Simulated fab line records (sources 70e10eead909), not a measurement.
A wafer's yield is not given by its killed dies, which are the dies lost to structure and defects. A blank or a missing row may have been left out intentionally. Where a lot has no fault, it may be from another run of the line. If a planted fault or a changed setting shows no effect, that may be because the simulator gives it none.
Shared-tool check ; flow nandHarc ; 36 wafers sampled across 12 lots

## REASON FOR OPENING
On 1 of the 12 lots, a flag is raised at NHARC_P_GATE_CD_MEAS_91 on the reading cdNm. Fault-free wafers read 2000.4 nm, with a standard deviation of 2.6.
Rule: a lot gets a flag if all its wafers with a number sit over 4 standard deviations from that mean, or if no wafer of it has a number. The rest of the lots are taken to be sound.

lot;measured;on;cdNm (nm), wafer by wafer;flag
L898;day 5 08:20;cdSem-03;1998.8 2000.6 2003.2;
L901;day 6 01:23;cdSem-01;2002.4 1999.9 2000.1;
L900;day 6 02:02;cdSem-01;1999.2 1997.5 2002.2;
L903;day 6 22:01;cdSem-02;1998.4 2001.9 2006.4;
L904;day 7 00:22;cdSem-02;1999.5 2001.2 2001.1;
L908;day 7 16:49;cdSem-03;2002.4 2002.6 2001.3;
L907;day 7 17:52;cdSem-01;2005.9 2002.2 2001.8;
L910;day 8 13:34;cdSem-01;1999.4 1998.6 1997.0;
L912;day 8 22:52;cdSem-02;1976.3 1975.8 1975.1;FLAGGED
L913;day 9 08:32;cdSem-02;2000.0 2000.2 2002.5;
L915;day 9 12:55;cdSem-02;1999.2 2000.1 1995.4;
L920;day 11 05:22;cdSem-01;2000.7 1997.4 2000.5;
The numbers of the flagged lots are 1975.7 nm on average: -24.7 nm against the usual, or -9 standard deviations.

## EACH LOT AND THE TOOL IT RAN ON
The record keeps 1 process step preceding the reading, out of 1159 steps on the route. Every cell lists first the tool, next ch and the chambers used by the sampled wafers, and last the start.
lot;flag;NHARC_P_GATE_EXPOSE_88
L898;;krfScanner-03 ch 0, day 5 08:11
L901;;krfScanner-04 ch 0, day 6 01:14
L900;;krfScanner-03 ch 0, day 6 01:52
L903;;krfScanner-04 ch 0, day 6 21:52
L904;;krfScanner-03 ch 0, day 7 00:13
L908;;krfScanner-03 ch 0, day 7 16:40
L907;;krfScanner-04 ch 0, day 7 17:42
L910;;krfScanner-03 ch 0, day 8 13:25
L912;FLAGGED;krfScanner-03 ch 0, day 8 22:42
L913;;krfScanner-02 ch 0, day 9 08:23
L915;;krfScanner-03 ch 0, day 9 12:46
L920;;krfScanner-02 ch 0, day 11 05:12
What the steps here do:
- NHARC_P_GATE_EXPOSE_88: exposes mask P HVN, target cd 2000 nm.
- NHARC_P_GATE_CD_MEAS_91: target cd 2000 nm.

## FLAGGED OVER TOTAL, TOOL BY TOOL (the gauges that took the reading come last)
step;tool;lots run;flagged;share of the flagged lots;sound lots run after its first flagged lot
NHARC_P_GATE_EXPOSE_88;krfScanner-02;2;0;none;-
NHARC_P_GATE_EXPOSE_88;krfScanner-03;7;1;all;1 (L915)
NHARC_P_GATE_EXPOSE_88;krfScanner-04;3;0;none;-
NHARC_P_GATE_CD_MEAS_91;cdSem-01;5;0;none;-
NHARC_P_GATE_CD_MEAS_91;cdSem-02;5;1;all;2 (L913,L915)
NHARC_P_GATE_CD_MEAS_91;cdSem-03;2;0;none;-

## WHAT IS ALLOWED BY THE TABLE
Every flagged lot went through 2 rows of the table: krfScanner-03 at NHARC_P_GATE_EXPOSE_88 and cdSem-02 at NHARC_P_GATE_CD_MEAS_91.
- krfScanner-03 at NHARC_P_GATE_EXPOSE_88 ran 7 lots, 1 of them flagged. Lots that were sound ran on it after the first flagged one (L915); a persistent fault on the entire tool would not allow that.
- cdSem-02 at NHARC_P_GATE_CD_MEAS_91 ran 5 lots, 1 of them flagged. Lots that were sound ran on it after the first flagged one (L913, L915); a persistent fault on the entire tool would not allow that.
There is no row in the table that ran each flagged lot and no sound lot after the first.

## WHAT THE SIMULATOR PUT IN
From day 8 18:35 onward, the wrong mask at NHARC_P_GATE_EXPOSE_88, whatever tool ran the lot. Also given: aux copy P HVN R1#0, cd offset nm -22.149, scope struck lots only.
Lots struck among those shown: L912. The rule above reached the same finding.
